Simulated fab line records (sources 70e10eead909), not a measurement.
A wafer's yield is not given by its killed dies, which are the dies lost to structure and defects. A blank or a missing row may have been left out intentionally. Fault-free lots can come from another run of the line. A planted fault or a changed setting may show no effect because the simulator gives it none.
Struck lot and sound lot, side by side + flow nandHarc + 14 steps out of a route of 1159
Sound: these wafers, L221.1, L221.2, L221.5. Wafers L225.4, L225.5, L225.6 were the ones struck. The cause is given at the end.
Order at every step that has rows: each side's tool, ch and its chambers, its first start. Under that, the readings that differ: sound wafers + struck wafers + difference of the means + sigmas: that difference in standard deviations of wafers without a fault.
alike: readings whose means differ by less than 2 such deviations, and words and numbers that are the same on both sides. not compared: withheld readings, readings that some wafer has no value for, bounds like >300 that may hide the same value, and numbers for which the record gives no deviation and whose values overlap.
A row with sigmas, a row that says differs or no value, or rows on one side alone: a step with any of these is where the two part. Non-overlapping numbers with no deviation appear without sigmas and do not part them. A reading missing from all wafers of one side parts the sides only when that side holds two or more wafers.

NHARC_A_ZERO_WELL_INSPECT_17:
  struck on defectInspect-02, day 9 21:51; sound on defectInspect-02, day 8 12:27
| reading        | sound | struck   | difference | sigmas |
|----------------|-------|----------|------------|--------|
| rawDefectCount | 5 6 5 | 24 16 21 | +15        | +2     |
then, 3 steps without rows for these wafers: NHARC_A_SOURCE_PLATE_PRECLEAN_00 (cleans in HF-LAST, time 60 s); NHARC_A_SOURCE_PLATE_SRD_01; NHARC_A_SOURCE_PLATE_OXIDE_02 (material SiO2, target thk 10 nm, ox time 1362 s).
NHARC_A_SOURCE_PLATE_THK_MEAS_09: measures by ellipsometry.
  struck on filmMetro-02, day 10 03:10; sound on filmMetro-02, day 8 19:35
  alike: thkNm
then, 3 steps without rows for these wafers: NHARC_A_SOURCE_PLATE_PVD_04 (deposits WSi2, target thk 50 nm); NHARC_A_SOURCE_PLATE_CVD_03 (deposits poly-Si, target thk 200 nm, time 4000 s); NHARC_A_SOURCE_PLATE_ANNEAL_05 (time 1800 s).
NHARC_A_SOURCE_PLATE_THK_MEAS_06: measures by ellipsometry.
  struck on filmMetro-01, day 10 18:29; sound on filmMetro-02, day 9 08:37
  alike: thkNm
NHARC_A_SOURCE_PLATE_INSPECT_08:
  struck on defectInspect-01, day 10 18:35; sound on defectInspect-02, day 9 08:41
  alike: rawDefectCount
NHARC_A_ONON_D1_DEP_00: target thk 1000 nm.
  sound on pecvdOnon-03 ch 0, day 9 08:47; struck on pecvdOnon-01 ch 0, day 10 18:49
  alike: nh3FlowSccm
NHARC_A_ONON_D1_THK_MEAS_02: measures by ellipsometry.
  struck on filmMetro-01, day 10 19:10; sound on filmMetro-02, day 9 09:19
| reading    | sound          | struck         | difference | sigmas |
|------------|----------------|----------------|------------|--------|
| thkNm (nm) | 1012 1014 1014 | 1497 1498 1497 | +484       | +50    |
then, no rows for these wafers at 1 step: NHARC_A_ONON_D1_DEP_03 (target thk 1000 nm).
-- jump in the record: it breaks off in module A_ONON_D1 and resumes in module END (first step shown: number 1159 of the route), and 12 days separate the struck wafers' starts before and after --
NHARC_END_SORT_01:
  only the struck wafers appear in the record here, on prober-02 ch 0 at day 22 14:46; the sound ones have no rows

== WHERE THEY PART ==
Earliest at NHARC_A_ZERO_WELL_INSPECT_17; latest, in this record, at NHARC_END_SORT_01.

WHY: what the simulator had put in
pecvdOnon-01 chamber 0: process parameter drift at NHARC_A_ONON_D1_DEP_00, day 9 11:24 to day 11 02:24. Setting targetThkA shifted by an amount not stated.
